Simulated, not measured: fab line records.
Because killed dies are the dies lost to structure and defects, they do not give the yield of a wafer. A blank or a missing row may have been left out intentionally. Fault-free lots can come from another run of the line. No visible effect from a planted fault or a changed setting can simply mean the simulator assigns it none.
Matching of chambers -- flow nandHarc -- 4 sister chambers for NHARC_A_STAIRCASE_DESCUM_219 on rieDiel-08
The step chemistry O2, time 3 s. 18 wafers are shown with their chamber, then 9 later ones without.

== WAFERS WITH THEIR CHAMBER ==
wafer,chamber,showerheadPlenumPTorr (Torr),drypumpMotorCurrentA (A),oesProductAu (a.u.)
L074.3,1,1.86,6.0,1.012
L074.4,3,1.83,6.5,1.020
L074.6,1,1.86,6.1,1.013
L075.3,1,1.86,6.0,1.008
L075.5,1,1.86,6.0,0.999
L075.6,2,1.95,6.2,0.994
L076.1,3,1.83,6.5,1.023
L076.2,2,1.95,6.2,0.998
L076.5,0,1.92,6.2,1.021
L078.2,2,1.95,6.3,0.991
L078.4,1,1.86,6.1,1.006
L078.5,3,1.82,6.5,1.016
L080.1,1,1.85,6.0,1.027
L080.2,3,1.82,6.5,1.031
L080.3,0,1.92,6.2,1.031
L084.1,3,1.82,6.5,1.024
L084.4,1,1.85,6.1,1.009
L084.5,0,1.91,6.2,1.041

SIGNATURES, as means of the wafers listed above
reading,chamber 0,chamber 1,chamber 2,chamber 3,scatter within a chamber
showerheadPlenumPTorr,1.9167,1.8571,1.9500,1.8240,0.00485
drypumpMotorCurrentA,6.200,6.043,6.233,6.500,0.0412
oesProductAu,1.03100,1.01057,0.99433,1.02280,0.00751
Rule: for each reading, subtract the chamber's mean from the wafer's reading, divide by that reading's scatter and square the result; add these up over the readings and take the root, which gives the wafer's distance from the chamber. If the next closest chamber is less than 2 further off than the closest, the wafer can't be placed; otherwise it belongs to the closest. The scatter: the root of (the sum of the squares of (reading less its chamber's mean) over the shown wafers, divided by (wafers less chambers)).

== WAFERS MISSING THEIR CHAMBER ==
wafer,showerheadPlenumPTorr (Torr),drypumpMotorCurrentA (A),oesProductAu (a.u.)
L085.1,1.94,6.3,1.014
L085.2,1.91,6.2,1.025
L085.4,1.82,6.5,1.042
L087.3,1.82,6.5,1.035
L087.5,1.82,6.5,1.031
L087.6,1.94,6.3,1.026
L094.1,1.85,6.0,0.995
L094.2,1.94,6.2,1.017
L094.3,1.82,6.5,1.039

== EACH ONE'S CHAMBER ==
wafer,from the rows above,in truth
L085.1,2,2
L085.2,0,0
L085.4,3,3
L087.3,3,3
L087.5,3,3
L087.6,can't be placed: 2 or 0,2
L094.1,1,1
L094.2,can't be placed: 2 or 0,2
L094.3,3,3
Correctly placed: 7 of 9. Can't be placed from these rows: 2 (the true chamber is among the candidates in 2). Wrongly placed: 0.
